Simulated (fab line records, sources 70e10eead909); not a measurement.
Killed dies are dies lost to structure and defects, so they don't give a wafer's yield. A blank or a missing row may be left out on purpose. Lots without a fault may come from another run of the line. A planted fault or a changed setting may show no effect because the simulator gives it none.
fab line records | flow nand_harc
record lots=6 wafers=18 last_day=33
route steps=1302 shown A_ONON_D1@424 A_CHANNEL_HOLE_D1@450 END@1302
lots that met no fault: from a run of the same line without faults
start_h: hours from the record's first day to the start of the lot's first wafer shown | wait_h: hours since the lot's step before | " the same as in the row above | L1.1+2: a row that stands for several wafers | - no value, or no start given | * or withheld: withheld | < > ~ a bound
route shown NAME@n: a module of which the file shows steps, and the number in the route of the first | usual: mean/standard deviation of fault-free wafers | same: alike in all rows | chamber/n: place in a boat | sites: the reading at each site | _std_site: their standard deviation | _edge_site: outer sites' mean less inner sites' | radius_mm: how far each site lies from the wafer's centre | mask NAME#n: copy n | behind: the tool/chamber that last shaped the wafer | hold: why the lot was held/for how many hours/how that ended | device: the transistor (n, p or np) that didn't switch | end of line: the same wafers' tests at the end of the route | a step without rows: its recipe alone | killed: dies lost to structure and defects at the first sort, not the wafer's yield | map: a wafer's dies, x killed, . not, _ none there
set.NAME: the setting as run; set.NAME@STEP: as run at that earlier step | model.NAME: the simulator's own value behind a step, which no gauge read
lots at some steps of the route; a table a step, a row a wafer
services: from which hour (start_h, from the record's first day; less than 0 if before it) a tool's chamber was out of use, for how many hours, and why
## steps
# step NHARC_A_ONON_D1_DEP_00
# recipe target_thk_a=10000 n2_flow_sccm=2750 n2o_flow_sccm=2000 nh3_flow_sccm=500 sih4_flow_sccm=210 temp_c=400
# step NHARC_A_ONON_D1_THK_MEAS_02
# recipe thk_meas_gauge=ellipsometry
# usual thk_nm=1003/9
# columns lot.wafer tool chamber start_h wait_h thk_nm
L881.3 film_metro-01 - 200.28 - 1023
L881.4 " - " " 1026
L881.6 " - " " 1027
L885.1 film_metro-02 - 255.89 - 998
L885.3 " - " " 999
L885.5 " - " " 998
L887.1 film_metro-02 - 268.66 - 987
L887.4 " - " " 989
L887.5 " - " " 989
L892.1 film_metro-02 - 326.68 - 997
L892.4 " - " " 996
L892.6 " - " " 997
L897.1 film_metro-02 - 359.17 - 990
L897.3 " - " " 993
L897.6 " - " " 993
L899.2 film_metro-01 - 390.98 - 995
L899.4 " - " " 995
L899.5 " - " " 995
# step NHARC_A_ONON_D1_DEP_03
# recipe target_thk_a=10000 n2_flow_sccm=2750 n2o_flow_sccm=2000 nh3_flow_sccm=500 sih4_flow_sccm=210 temp_c=400
# step NHARC_A_ONON_D1_THK_MEAS_05
# recipe thk_meas_gauge=ellipsometry
# usual thk_nm=998/10
# columns lot.wafer tool chamber start_h wait_h thk_nm
L881.3 film_metro-02 - 200.84 - 994
L881.4 " - " " 995
L881.6 " - " " 995
L885.1 film_metro-01 - 256.46 - 997
L885.3 " - " " 997
L885.5 " - " " 996
L887.1 film_metro-02 - 269.23 - 1014
L887.4 " - " " 1014
L887.5 " - " " 1013
L892.1 film_metro-02 - 327.25 - 1005
L892.4 " - " " 1005
L892.6 " - " " 1007
L897.1 film_metro-02 - 359.74 - 992
L897.3 " - " " 993
L897.6 " - " " 994
L899.2 film_metro-02 - 391.55 - 994
L899.4 " - " " 993
L899.5 " - " " 993
# step NHARC_A_ONON_D1_DEP_06
# recipe target_thk_a=10000 n2_flow_sccm=2750 n2o_flow_sccm=2000 nh3_flow_sccm=500 sih4_flow_sccm=210 temp_c=400
# step NHARC_A_ONON_D1_THK_MEAS_08
# recipe thk_meas_gauge=ellipsometry
# usual thk_nm=1004/11
# columns lot.wafer tool chamber start_h wait_h thk_nm
L881.3 film_metro-02 - 201.41 - 1004
L881.4 " - " " 1005
L881.6 " - " " 1005
L885.1 film_metro-02 - 257.02 - 1011
L885.3 " - " " 1012
L885.5 " - " " 1010
L887.1 film_metro-02 - 269.79 - 996
L887.4 " - " " 995
L887.5 " - " " 998
L892.1 film_metro-02 - 327.81 - 994
L892.4 " - " " 994
L892.6 " - " " 992
L897.1 film_metro-01 - 360.31 - 1025
L897.3 " - " " 1025
L897.6 " - " " 1023
L899.2 film_metro-02 - 392.11 - 1005
L899.4 " - " " 1004
L899.5 " - " " 1004
# step NHARC_A_ONON_D1_DEP_09
# recipe target_thk_a=10000 n2_flow_sccm=2750 n2o_flow_sccm=2000 nh3_flow_sccm=500 sih4_flow_sccm=210 temp_c=400
# step NHARC_A_ONON_D1_THK_MEAS_11
# recipe thk_meas_gauge=ellipsometry
# usual thk_nm=1000/9.3
# columns lot.wafer tool chamber start_h wait_h thk_nm
L881.3 film_metro-02 - 201.97 - 991
L881.4 " - " " 991
L881.6 " - " " 993
L885.1 film_metro-02 - 257.59 - 984
L885.3 " - " " 985
L885.5 " - " " 987
L887.1 film_metro-01 - 270.36 - 1000
L887.4 " - " " 1000
L887.5 " - " " 1001
L892.1 film_metro-01 - 328.38 - 992
L892.4 " - " " 993
L892.6 " - " " 994
L897.1 film_metro-02 - 360.88 - 1008
L897.3 " - " " 1008
L897.6 " - " " 1007
L899.2 film_metro-01 - 392.67 - 1008
L899.4 " - " " 1010
L899.5 " - " " 1009
# step NHARC_A_ONON_D1_DEP_12
# recipe target_thk_a=10000 n2_flow_sccm=2750 n2o_flow_sccm=2000 nh3_flow_sccm=500 sih4_flow_sccm=210 temp_c=400
# step NHARC_A_ONON_D1_THK_MEAS_14
# recipe thk_meas_gauge=ellipsometry
# usual thk_nm=997/8.8
# columns lot.wafer tool chamber start_h wait_h thk_nm
L881.3 film_metro-01 - 202.54 - 1015
L881.4 " - " " 1015
L881.6 " - " " 1015
L885.1 film_metro-02 - 258.15 - 993
L885.3 " - " " 994
L885.5 " - " " 997
L887.1 film_metro-01 - 270.92 - 1000
L887.4 " - " " 1001
L887.5 " - " " 1002
L892.1 film_metro-01 - 328.95 - 1006
L892.4 " - " " 1005
L892.6 " - " " 1005
L897.1 film_metro-02 - 361.45 - 987
L897.3 " - " " 987
L897.6 " - " " 986
L899.2 film_metro-02 - 393.24 - 983
L899.4 " - " " 981
L899.5 " - " " 981
# step NHARC_A_ONON_D1_ANNEAL_15
# recipe temp_c=750 time_s=3600
# step NHARC_A_ONON_D1_DEP_16
# recipe target_thk_a=10000 n2_flow_sccm=2750 n2o_flow_sccm=2000 nh3_flow_sccm=500 sih4_flow_sccm=210 temp_c=400
# columns lot.wafer tool chamber start_h wait_h
L881.3+4+6 pecvd_onon-02 0 209.84 0.2
L885.1+3+5 pecvd_onon-02 0 265.40 0.1
L887.1+4+5 pecvd_onon-02 0 277.97 0.1
L892.1+4+6 pecvd_onon-02 0 337.21 0.1
L897.1+3+6 pecvd_onon-03 0 370.35 0.1
L899.2+4+5 pecvd_onon-02 0 400.31 0.1
# step NHARC_A_ONON_D1_THK_MEAS_18
# recipe thk_meas_gauge=ellipsometry
# usual thk_nm=1000/8
# columns lot.wafer tool chamber start_h wait_h thk_nm
L881.3 film_metro-01 - 210.24 - 1015
L881.4 " - " " 1013
L881.6 " - " " 1013
L885.1 film_metro-02 - 265.91 - 1003
L885.3 " - " " 1003
L885.5 " - " " 1004
L887.1 film_metro-02 - 278.48 - 992
L887.4 " - " " 992
L887.5 " - " " 993
L892.1 film_metro-02 - 337.72 - 995
L892.4 " - " " 995
L892.6 " - " " 996
L897.1 film_metro-01 - 370.86 - 996
L897.3 " - " " 997
L897.6 " - " " 995
L899.2 film_metro-01 - 400.76 - 1007
L899.4 " - " " 1004
L899.5 " - " " 1004
# step NHARC_A_ONON_D1_DEP_19
# recipe target_thk_a=10000 n2_flow_sccm=2750 n2o_flow_sccm=2000 nh3_flow_sccm=500 sih4_flow_sccm=210 temp_c=400
# step NHARC_A_ONON_D1_THK_MEAS_21
# recipe thk_meas_gauge=ellipsometry
# usual thk_nm=1003/9.5
# columns lot.wafer tool chamber start_h wait_h thk_nm
L881.3 film_metro-02 - 210.80 - 998
L881.4 " - " " 998
L881.6 " - " " 997
L885.1 film_metro-01 - 266.48 - 998
L885.3 " - " " 1000
L885.5 " - " " 1001
L887.1 film_metro-02 - 279.05 - 1002
L887.4 " - " " 1002
L887.5 " - " " 1001
L892.1 film_metro-02 - 338.29 - 997
L892.4 " - " " 997
L892.6 " - " " 996
L897.1 film_metro-01 - 371.42 - 998
L897.3 " - " " 998
L897.6 " - " " 998
L899.2 film_metro-01 - 401.33 - 997
L899.4 " - " " 996
L899.5 " - " " 997
# step NHARC_A_ONON_D1_DEP_22
# recipe target_thk_a=10000 n2_flow_sccm=2750 n2o_flow_sccm=2000 nh3_flow_sccm=500 sih4_flow_sccm=210 temp_c=400
# step NHARC_A_ONON_D1_THK_MEAS_24
# recipe thk_meas_gauge=ellipsometry
# usual thk_nm=999/8.6
# columns lot.wafer tool chamber start_h wait_h thk_nm
L881.3 film_metro-01 - 211.40 - 992
L881.4 " - " " 992
L881.6 " - " " 991
L885.1 film_metro-02 - 267.05 - 991
L885.3 " - " " 992
L885.5 " - " " 995
L887.1 film_metro-02 - 279.62 - 1004
L887.4 " - " " 1004
L887.5 " - " " 1002
L892.1 film_metro-01 - 338.85 - 984
L892.4 " - " " 984
L892.6 " - " " 985
L897.1 film_metro-02 - 371.99 - 1017
L897.3 " - " " 1019
L897.6 " - " " 1020
L899.2 film_metro-02 - 401.90 - 992
L899.4 " - " " 993
L899.5 " - " " 994
# step NHARC_A_ONON_D1_DEP_25
# recipe target_thk_a=10000 n2_flow_sccm=2750 n2o_flow_sccm=2000 nh3_flow_sccm=500 sih4_flow_sccm=210 temp_c=400
# step NHARC_A_ONON_D1_THK_MEAS_27
# recipe thk_meas_gauge=ellipsometry
# usual thk_nm=1000/8.8
# columns lot.wafer tool chamber start_h wait_h thk_nm
L881.3 film_metro-01 - 211.96 - 994
L881.4 " - " " 994
L881.6 " - " " 994
L885.1 film_metro-02 - 267.61 - 1007
L885.3 " - " " 1006
L885.5 " - " " 1007
L887.1 film_metro-02 - 280.18 - 996
L887.4 " - " " 998
L887.5 " - " " 998
L892.1 film_metro-02 - 339.43 - 1002
L892.4 " - " " 1002
L892.6 " - " " 1004
L897.1 film_metro-01 - 372.56 - 1001
L897.3 " - " " 998
L897.6 " - " " 1000
L899.2 film_metro-02 - 402.46 - 1021
L899.4 " - " " 1020
L899.5 " - " " 1020
# step NHARC_A_ONON_D1_DEP_28
# recipe target_thk_a=10000 n2_flow_sccm=2750 n2o_flow_sccm=2000 nh3_flow_sccm=500 sih4_flow_sccm=210 temp_c=400
# step NHARC_A_ONON_D1_THK_MEAS_30
# recipe thk_meas_gauge=ellipsometry
# usual thk_nm=1001/13
# columns lot.wafer tool chamber start_h wait_h thk_nm
L881.3 film_metro-01 - 212.52 - 999
L881.4 " - " " 998
L881.6 " - " " 997
L885.1 film_metro-02 - 268.18 - 1009
L885.3 " - " " 1009
L885.5 " - " " 1009
L887.1 film_metro-01 - 280.75 - 1004
L887.4 " - " " 1006
L887.5 " - " " 1006
L892.1 film_metro-01 - 339.99 - 1009
L892.4 " - " " 1007
L892.6 " - " " 1009
L897.1 film_metro-02 - 373.13 - 1020
L897.3 " - " " 1020
L897.6 " - " " 1018
L899.2 film_metro-02 - 403.03 - 996
L899.4 " - " " 997
L899.5 " - " " 998
# step NHARC_A_ONON_D1_DEP_33
# recipe target_thk_a=2000 temp_c=400 pressure_torr=6.5 rf_w=900 teos_flow_sccm=161.4 flow_sccm=2650 target_thk_nm=200 gas=O2 material=SiO2
# usual heater_power_w=609/100 throttle_valve_pct=16.2/0.53
# columns lot.wafer tool chamber start_h wait_h heater_power_w throttle_valve_pct
L881.3 pecvd-04 0 212.58 0.1 741 16.0
L881.4 " 1 " " 581 16.8
L881.6 " 2 " " 641 15.2
L885.3 pecvd-01 2 268.24 0.1 483 16.3
L885.1 " 1 " " 663 16.5
L885.5 " 0 " " 659 17.1
L887.1 pecvd-01 1 280.81 0.1 768 16.6
L887.5 " 2 " " 407 16.3
L887.4 " 0 " " 603 16.8
L892.1 pecvd-04 0 340.09 0.1 629 15.6
L892.6 " 2 " " 629 15.2
L892.4 " 1 " " 512 16.4
L897.3 pecvd-04 1 373.23 0.1 519 16.3
L897.1 " 2 " " 623 15.4
L897.6 " 1 " " 513 16.5
L899.2 pecvd-01 1 403.13 0.1 667 17.0
L899.5 " 0 " " 663 17.0
L899.4 " 1 " " 678 16.9
# step NHARC_A_ONON_D1_THK_MEAS_34
# recipe thk_meas_gauge=ellipsometry
# usual thk_nm=200.2/2.8
# columns lot.wafer tool chamber start_h wait_h thk_nm
L881.3 film_metro-01 - 213.00 - 194.6
L881.4 " - " " 199.6
L881.6 " - " " 198.5
L885.1 film_metro-02 - 268.65 - 200.5
L885.3 " - " " 198.4
L885.5 " - " " 199.1
L887.1 film_metro-01 - 281.22 - 195.9
L887.4 " - " " 198.8
L887.5 " - " " 199.2
L892.1 film_metro-02 - 340.46 - 197.6
L892.4 " - " " 199.9
L892.6 " - " " 206.0
L897.1 film_metro-01 - 373.60 - 203.5
L897.3 " - " " 199.7
L897.6 " - " " 199.1
L899.2 film_metro-02 - 403.50 - 198.5
L899.4 " - " " 204.0
L899.5 " - " " 202.4
# step NHARC_A_CHANNEL_HOLE_D1_DEP_00
# recipe target_thk_a=31000 temp_c=400 material=aC
# usual throttle_valve_pct=35.001/0.009
# columns lot.wafer tool chamber start_h wait_h throttle_valve_pct
L881.3 acl_dep-02 0 213.77 0.7 35.008
L881.4 " 0 " " 34.991
L881.6 " 0 " " 34.996
L885.1 acl_dep-01 0 270.49 1.7 35.000
L885.3 " 0 " " 35.001
L885.5 " 0 " " 35.003
L887.1 acl_dep-03 0 283.57 2.3 34.991
L887.4 " 0 " " 35.003
L887.5 " 0 " " 34.989
L892.1 acl_dep-03 0 340.61 0.1 35.000
L892.4 " 0 " " 35.009
L892.6 " 0 " " 34.993
L897.1 acl_dep-02 0 376.64 3.0 34.996
L897.3 " 0 " " 35.011
L897.6 " 0 " " 35.005
L899.2 acl_dep-02 0 404.08 0.5 35.002
L899.4 " 0 " " 35.005
L899.5 " 0 " " 35.015
# step NHARC_A_CHANNEL_HOLE_D1_DEP_01
# recipe target_thk_a=1400 target_thk_nm=140 temp_c=400 pressure_torr=3.5 flow_sccm=200 rf_w=350 material=SiON
# usual heater_power_w=801/100
# columns lot.wafer tool chamber start_h wait_h heater_power_w
L881.3 pecvd-03 2 215.06 1.0 673
L881.6 " 2 " " 690
L881.4 " 0 " " 883
L885.3 pecvd-03 2 272.42 1.0 670
L885.1 " 0 " " 897
L885.5 " 0 " " 890
L887.1 pecvd-01 1 285.48 1.6 877
L887.4 " 1 " " 926
L887.5 " 2 " " 659
L892.1 pecvd-02 2 342.71 1.8 676
L892.4 " 0 " " 800
L892.6 " 2 " " 708
L897.3 pecvd-02 2 378.55 1.0 737
L897.1 " 0 " " 789
L897.6 " 0 " " 799
L899.2 pecvd-03 0 405.67 1.3 848
L899.4 " 1 " " 786
L899.5 " 2 " " 658
# step NHARC_A_CHANNEL_HOLE_D1_DEHYDRATE_02
# recipe temp_c=150 time_s=120
# step NHARC_A_CHANNEL_HOLE_D1_HMDS_03
# recipe time_s=30
# step NHARC_A_CHANNEL_HOLE_D1_COAT_36
# recipe temp_c=260 time_s=75
# step NHARC_A_CHANNEL_HOLE_D1_COAT_37
# recipe temp_c=225 time_s=65
# step NHARC_A_CHANNEL_HOLE_D1_COAT_04
# recipe spin_rpm=1500 resist_thk_nm=90
# step NHARC_A_CHANNEL_HOLE_D1_SOFTBAKE_05
# recipe temp_c=105 time_s=55
# step NHARC_A_CHANNEL_HOLE_D1_EBR_06
# step NHARC_A_CHANNEL_HOLE_D1_EXPOSE_07
# recipe na=1.35 target_cd_nm=100 sigma_outer=0.3 dose_mj=59.65 mask_id=HOLE_D1
# step NHARC_A_CHANNEL_HOLE_D1_PEB_08
# recipe peb_temp_c=100 peb_time_s=65
# step NHARC_A_CHANNEL_HOLE_D1_DEVELOP_09
# recipe develop_time_s=35 dev_temp_c=23
# step NHARC_A_CHANNEL_HOLE_D1_CD_MEAS_10
# recipe target_cd_nm=100 landing_energy_ev=500
# usual cd_nm=99.7/0.61
# columns lot.wafer tool chamber start_h wait_h cd_nm
L881.3 cd_sem-02 0 215.78 - 99.9
L881.4 " 0 " " 100.6
L881.6 " 0 " " 100.2
L885.1 cd_sem-03 0 272.98 - 100.2
L885.3 " 0 " " 100.0
L885.5 " 0 " " 99.6
L887.1 cd_sem-01 0 286.20 - 99.6
L887.4 " 0 " " 100.5
L887.5 " 0 " " 100.7
L892.1 cd_sem-02 0 343.38 - 99.9
L892.4 " 0 " " 100.1
L892.6 " 0 " " 99.6
L897.1 cd_sem-01 0 379.27 - 100.4
L897.3 " 0 " " 100.2
L897.6 " 0 " " 100.0
L899.2 cd_sem-01 0 406.27 - 100.2
L899.4 " 0 " " 99.4
L899.5 " 0 " " 99.6
# step NHARC_A_CHANNEL_HOLE_D1_OVL_MEAS_11
# usual overlay_x_nm=0.3/0.84 overlay_y_nm=-0.1/0.74
# columns lot.wafer tool chamber start_h wait_h overlay_x_nm overlay_y_nm
L881.3 overlay-01 - 215.86 - -0.3 0.4
L881.4 " - " " -0.4 0.8
L881.6 " - " " -0.5 1.0
L885.1 overlay-01 - 273.09 - -0.5 1.6
L885.3 " - " " 0.1 1.2
L885.5 " - " " -0.1 0.9
L887.1 overlay-01 - 286.29 - -0.5 -1.0
L887.4 " - " " -0.2 -0.4
L887.5 " - " " -0.2 -0.8
L892.1 overlay-02 - 343.47 - 1.0 1.2
L892.4 " - " " 1.0 1.1
L892.6 " - " " 1.2 1.2
L897.1 overlay-01 - 379.36 - 2.0 0.2
L897.3 " - " " 1.9 -0.4
L897.6 " - " " 1.5 -0.2
L899.2 overlay-02 - 406.36 - 0.1 1.2
L899.4 " - " " 0.7 0.9
L899.5 " - " " 0.0 1.0
# step NHARC_A_CHANNEL_HOLE_D1_DESCUM_15
# recipe time_s=3 o2_flow_sccm=200 ar_flow_sccm=0 bias_power_w=0 chemistry=O2
# usual drypump_motor_current_A=5.5/0.54 mfc_ar_sccm=0.006/0.0079 oes_product_au=1.002/0.0096 rf_vpp_V=57.8/0.88 showerhead_plenum_p_Torr=1.94/0.084 throttle_valve_pct=11.310/0.0095
# same bias_power_w=0 time_s=3
# columns lot.wafer tool chamber start_h wait_h drypump_motor_current_A mfc_ar_sccm oes_product_au rf_hours_counter_h rf_vpp_V showerhead_plenum_p_Torr throttle_valve_pct
L881.3 rie_diel-05 3 215.96 0.1 5.0 0.011 0.983 14 58.8 1.96 11.300
L881.4 " 3 " " 5.0 0.011 0.992 - 58.6 1.96 11.317
L881.6 " 2 " " 6.4 0.004 1.016 - 58.1 2.05 11.301
L885.1 rie_diel-10 3 273.18 0.1 5.5 0 1.014 7 56.0 1.78 11.312
L885.3 " 0 " " 5.2 0.018 0.996 8 56.6 1.88 11.297
L885.5 " 3 " " 5.5 0 1.002 - 57.9 1.77 11.318
L887.1 rie_diel-05 1 286.39 0.1 5.5 0 1.005 4 58.1 1.99 11.307
L887.4 " 2 " " 6.4 0.004 1.004 3 57.3 2.05 11.317
L887.5 " 2 " " 6.4 0.004 0.995 - 57.3 2.05 11.311
L892.1 rie_diel-05 1 343.56 0.1 5.5 0 1.011 8 59.2 1.99 11.303
L892.4 " 2 " " 6.4 0.004 0.999 7 58.7 2.05 11.310
L892.6 " 2 " " 6.4 0.004 1.002 - 58.3 2.05 11.327
L897.3 rie_diel-05 2 379.46 0.1 6.4 0.004 1.000 11 57.0 2.05 11.303
L897.1 " 0 " " 5.0 0 0.987 10 56.8 1.85 11.315
L897.6 " 2 " " 6.4 0.004 1.012 - 56.8 2.05 11.307
L899.4 rie_diel-05 3 406.46 0.1 5.0 0.011 0.987 13 58.3 1.95 11.316
L899.2 " 1 " " 5.5 0 1.002 14 57.1 1.99 11.305
L899.5 " 3 " " 5.0 0.011 0.987 - 57.5 1.95 11.320
# step NHARC_END_SORT_01
# recipe temp_c=25
# usual killed_at_array=59/16 killed_at_other=0.8/1.1 killed_at_periphery=3.6/2.4 killed_dies=64/16 killed_open=3.4/1.8 killed_short=2.5/1.6
# same gross_dies=677
# columns lot.wafer tool chamber start_h wait_h killed_at_array killed_at_other killed_at_periphery killed_dies killed_open killed_short
L885.1 prober-02 0 660.07 2.5 137 0 6 143 1 2
L885.3 prober-02 0 661.66 3.1 153 4 7 164 2 3
L885.5 prober-02 0 663.25 3.7 135 1 6 142 2 3
L887.1 prober-02 0 697.89 2.5 160 0 1 161 1 4
L887.4 prober-02 0 700.32 3.4 137 2 0 139 0 0
L887.5 prober-02 0 701.13 3.7 166 0 5 171 5 2
# killed by level:class
L885.1 A_ONON_D1:unspecified=85 A_SLIT:chamber_film_flake=30 A_CHANNEL_HOLE_D2:chamber_film_flake=13 P_CONTACT:chamber_film_flake=5 A_CHANNEL_HOLE_D1:chamber_film_flake=3 A_CONTACT:chamber_film_flake=3 A_ONON_D2:geometric_particle:short=1 A_CHANNEL_FILL_D2:geometric_particle:short=1
L885.3 A_ONON_D1:unspecified=88 A_SLIT:chamber_film_flake=36 A_CHANNEL_HOLE_D2:chamber_film_flake=11 P_CONTACT:chamber_film_flake=7 A_CHANNEL_HOLE_D1:chamber_film_flake=7 THIN_TSV:chamber_film_flake=4 A_STAIRCASE:chamber_film_flake=3 A_CONTACT:chamber_film_flake=2
L885.5 A_ONON_D1:unspecified=84 A_SLIT:chamber_film_flake=25 A_CHANNEL_HOLE_D2:chamber_film_flake=12 A_CHANNEL_HOLE_D1:chamber_film_flake=6 P_CONTACT:chamber_film_flake=5 P_GATE:geometric_particle:short=1 A_CHANNEL_HOLE_D2:geometric_particle:short=1 A_CHANNEL_FILL_D2:geometric_particle:open=1
L887.1 A_ONON_D1:unspecified=88 A_SLIT:chamber_film_flake=34 A_CHANNEL_HOLE_D1:chamber_film_flake=30 A_SOURCE_PLATE:geometric_particle:short=1 A_DECK1_JOINT:geometric_particle:short=1 A_CHANNEL_FILL_D2:geometric_particle:short=1 A_SGD_CUT:geometric_particle:short=1 A_M1:geometric_particle:open=1
L887.4 A_ONON_D1:unspecified=79 A_CHANNEL_HOLE_D1:chamber_film_flake=27 A_SLIT:chamber_film_flake=26 THIN_TSV:chamber_film_flake=2 A_STAIRCASE:chamber_film_flake=2 A_CONTACT:chamber_film_flake=2 A_CHANNEL_FILL_D1:chamber_film_flake=1
L887.5 A_ONON_D1:unspecified=79 A_SLIT:chamber_film_flake=40 A_CHANNEL_HOLE_D1:chamber_film_flake=38 P_M0:chamber_film_flake=2 A_DECK1_JOINT:chamber_film_flake=2 A_WL_FILL:chamber_film_flake=2 P_GATE:geometric_particle:open=1 P_M0:geometric_particle:open=1
# map L885.3 (x killed, . not)
____________.____________
_________......._________
_______..........._______
______.......x.....______
_____.........x....._____
____............xx...____
____.....x...........____
___.....x...x........x___
___...............xx..___
__.............x...xx.x__
__..............xxxxxx.__
_................xxxxxxx_
_................xxxxxxx_
_..............xxxxxxxx._
_..............x.xxxxxxx_
_...............xxxxxxxx_
.......x........xxxxxxx.x
.......x.x.xx..xxxxxxxxxx
......xxxxxxx...xxxxxxxx.
.....x.xxxxx.x...xxxxxx..
...x..x.xxxxxx...xxxx..x.
_.....xxxxxxxx....x.x..._
_.....xxxxx...xx....x..._
_......xxxx...x........._
_.....xxxx..x..........x_
_...........x.x........._
__.........x...........__
__............x........__
___...................___
___.........x.........___
____...............xx____
____...............xx____
_____......x.......x_____
______............x______
_______..........._______
_________......._________
____________x____________
# map L887.5 (x killed, . not)
____________.____________
_________..x...._________
_______.x...x....._______
______...xxxx......______
_____...x.xxx......._____
____......xx.........____
____....xxx.xx.......____
___....x.xxxxxxx......___
___....xxxxxx........x___
__.......x.xx..x...x.x.__
__........x.x......xxx.__
_.........x.....x.xxxxx._
_.....x.....x..x..xxxxxx_
_....x.x........xxxxxxx._
_...x...xx......xxxxxxxx_
_.....x..xx......xxxxxxx_
.x.....xx.....x.xxxxxxxx.
.....x.xxxx.....xxxxxxxx.
......xxxx.x....xxxxxxxx.
.....xx.xxxx.....xxxxx...
......xxxxx....x...x.xx..
_.....xx.xx..x.....x.xx._
_......xxx.............._
_.....xx..xx......x.x..._
_.......x..............._
_......................._
__.....................__
__x..x.................__
___...................___
___...................___
____.................____
____.................____
_____......x........_____
______....x........______
_______..x........_______
_________......._________
____________.____________
## services
# columns tool chamber start_h hours kind
acl_dep-01 - 191.97 13.0 pm
rie_diel-05 0 209.05 - clean
rie_diel-05 1 209.05 - clean
rie_diel-05 2 209.05 - clean
rie_diel-05 3 209.05 - clean
rie_diel-05 0 211.51 - consumable_replace:focus_ring
pecvd_onon-03 - 227.00 13.0 pm
pecvd-02 - 227.24 13.0 pm
acl_dep-03 - 228.96 18.4 repair
rie_diel-05 - 229.60 9.0 pm
rie_diel-10 - 242.88 9.0 pm
acl_dep-02 - 244.14 13.0 pm
pecvd-04 1 261.40 6.8 repair
pecvd-04 - 269.37 13.0 pm
pecvd-03 - 299.93 0.6 repair
acl_dep-03 - 304.85 13.0 pm
pecvd-01 - 311.00 13.0 pm
rie_diel-05 2 318.10 5.7 repair
pecvd-04 - 360.36 0.3 repair
pecvd_onon-02 - 366.00 13.0 pm
pecvd-03 - 366.61 13.0 pm
rie_diel-05 0 371.15 8.2 repair
acl_dep-01 - 375.05 13.0 pm
pecvd-03 0 394.48 8.3 repair
## key
first_sign step=NHARC_END_SORT_01 reading=killed_dies direction=up sigmas=5.7 usual=64 struck=153
effect step=NHARC_END_SORT_01 reading=killed_at_array direction=up sigmas=5.5 usual=59 struck=148
more_kills_born_at NHARC_A_ONON_D1_DEP_16@pecvd_onon-02=503
met_at NHARC_A_ONON_D1_DEP_16
struck_wafers L885.1,L885.3,L885.5,L887.1,L887.4,L887.5
tester_left_out L885,L887
onset_between 209.84 265.40
fault kind=chamber_particle_source tool=pecvd_onon-02 chamber=- onset_h=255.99 steps=NHARC_A_ONON_D1_DEP_16 rate_per_visit_cm2=0.81289 end_h=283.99
# tester_left_out: of these lots the tester's yield and bins aren't shown, on N5 and GAA mostly nor the transistor test; their killed dies are dies lost to structure and defects alone, not to doping, threshold or leakage, so they don't give the yield
